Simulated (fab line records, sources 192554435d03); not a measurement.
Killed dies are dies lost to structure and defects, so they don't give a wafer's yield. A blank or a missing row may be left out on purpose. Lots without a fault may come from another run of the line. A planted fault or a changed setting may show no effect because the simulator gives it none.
Split-lot experiment | flow n5_finfet | 7 lots, 39 wafers read, on a route of 1938 steps

THE SPLIT
At N5_BEOL_M1_HM_DEP_02 (deposits TiN, target thk 20 nm), the setting target_thk_a was moved away from the recipe's 200 angstrom on 9 of the 39 wafers read, by -23.0% to +19.9%. The other wafers ran this setting at the recipe's value.

FROM THE SPLIT TO THE READING: what the file shows between them, 4 steps
- N5_BEOL_M1_COAT_61: time 60 s, resist thk 60 nm
- N5_BEOL_M1_COAT_62: time 60 s, resist thk 12 nm
- N5_BEOL_M1_STRIP_75: strips in N2/H2
- N5_BEOL_M1_STRIP_66: strips in CF4

THE READING
etch.depth_nm (the simulator's own value, which no gauge read), in nm, at N5_BEOL_M1_HM_OPEN_17 (chemistry Cl2/BCl3, target TiN, target depth 20 nm, overetch 6 nm). The file gives no usual value for it. The 30 wafers here that ran the recipe average 19.98 nm, standard deviation 0.21 nm.

wafer  | tool, chamber at the split | target_thk_a as run, angstrom | against the recipe | etch.depth_nm, nm | against lot-mates on the recipe
L083.1 | pvd_sputter-01, -          | 200                           | recipe             | 20.11             | -
L083.2 | pvd_sputter-01, -          | 235.4                         | +17.7%             | 23.54             | +3.68
L083.3 | pvd_sputter-01, -          | 200                           | recipe             | 19.68             | -
L083.4 | pvd_sputter-01, -          | 200                           | recipe             | 19.78             | -
L083.5 | pvd_sputter-01, -          | 235.4                         | +17.7%             | 23.61             | +3.75
L083.6 | pvd_sputter-01, -          | 235.4                         | +17.7%             | 23.45             | +3.59
L084.1 | pvd_sputter-01, -          | 200                           | recipe             | 19.86             | -
L084.2 | pvd_sputter-01, -          | 154                           | -23.0%             | 15.38             | -4.33
L084.3 | pvd_sputter-01, -          | 154                           | -23.0%             | 15.05             | -4.66
L084.4 | pvd_sputter-01, -          | 200                           | recipe             | 19.65             | -
L084.5 | pvd_sputter-01, -          | 154                           | -23.0%             | 15.28             | -4.43
L084.6 | pvd_sputter-01, -          | 200                           | recipe             | 19.61             | -
L086.1 | pvd_sputter-02, -          | 200                           | recipe             | 20.37             | -
L086.2 | pvd_sputter-02, -          | 200                           | recipe             | 19.81             | -
L086.3 | pvd_sputter-02, -          | 200                           | recipe             | 20.11             | -
L086.4 | pvd_sputter-02, -          | 200                           | recipe             | 20.1              | -
L086.5 | pvd_sputter-02, -          | 200                           | recipe             | 19.77             | -
L086.6 | pvd_sputter-02, -          | 200                           | recipe             | 20.3              | -
L087.1 | pvd_sputter-03, -          | 200                           | recipe             | 19.85             | -
L087.2 | pvd_sputter-03, -          | 200                           | recipe             | 19.9              | -
L087.4 | pvd_sputter-03, -          | 200                           | recipe             | 20.13             | -
L091.1 | pvd_sputter-01, -          | 239.8                         | +19.9%             | 24.02             | +3.81
L091.2 | pvd_sputter-01, -          | 200                           | recipe             | 20.26             | -
L091.3 | pvd_sputter-01, -          | 239.8                         | +19.9%             | 23.86             | +3.65
L091.4 | pvd_sputter-01, -          | 200                           | recipe             | 20.37             | -
L091.5 | pvd_sputter-01, -          | 200                           | recipe             | 19.99             | -
L091.6 | pvd_sputter-01, -          | 239.8                         | +19.9%             | 24.19             | +3.98
L092.1 | pvd_sputter-03, -          | 200                           | recipe             | 19.98             | -
L092.2 | pvd_sputter-03, -          | 200                           | recipe             | 19.78             | -
L092.3 | pvd_sputter-03, -          | 200                           | recipe             | 19.96             | -
L092.4 | pvd_sputter-03, -          | 200                           | recipe             | 19.81             | -
L092.5 | pvd_sputter-03, -          | 200                           | recipe             | 19.79             | -
L092.6 | pvd_sputter-03, -          | 200                           | recipe             | 20.09             | -
L097.1 | pvd_sputter-01, -          | 200                           | recipe             | 20.11             | -
L097.3 | pvd_sputter-01, -          | 200                           | recipe             | 20.11             | -
L097.2 | pvd_sputter-01, -          | 200                           | recipe             | 20.33             | -
L097.4 | pvd_sputter-01, -          | 200                           | recipe             | 19.86             | -
L097.5 | pvd_sputter-01, -          | 200                           | recipe             | 19.98             | -
L097.6 | pvd_sputter-01, -          | 200                           | recipe             | 19.95             | -

THE FIT
A straight line over all 39 wafers: etch.depth_nm changes by +0.204 nm for each +1% of target_thk_a; r = +1.00; the points scatter about the line by 0.2 nm.
The same after taking each lot's own level away (the mean of its wafers on the recipe; 39 wafers): +0.197 nm for each +1%; r = +1.00; scatter 0.17 nm.
On that fit, the largest move of target_thk_a shifts the reading by 4.5 nm.
The lots' own levels span 19.707 to 20.207 nm, that is 2.4 times the standard deviation above.
So the lot-to-lot level changes the slope little: the two slopes agree.
Check: with one of the wafers moved furthest among these (-23.0%) left out of the fit, the line predicts -4.56 nm for it against its lot-mates. It came out at -4.33 nm against them.

THE WHOLE CHAIN: every reading that the file lists as answering this split, in the file's order
step                  | what it does                                                      | reading                                                                          | change (the file's fit)               | r (the file's)
N5_BEOL_M1_HM_DEP_02  | deposits TiN, target thk 20 nm                                    | TiN_of_BEOL_M1_HM_DEP_02.thk_nm (the simulator's own value, which no gauge read) | +0.196 nm for each +1% of the setting | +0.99
N5_BEOL_M1_HM_OPEN_17 | chemistry Cl2/BCl3, target TiN, target depth 20 nm, overetch 6 nm | etch.depth_nm (the simulator's own value, which no gauge read)                   | +0.197 nm for each +1% of the setting | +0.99

THE FILE'S OWN FIT
etch.depth_nm changes by +0.197 nm for each +1% of target_thk_a, r = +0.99.
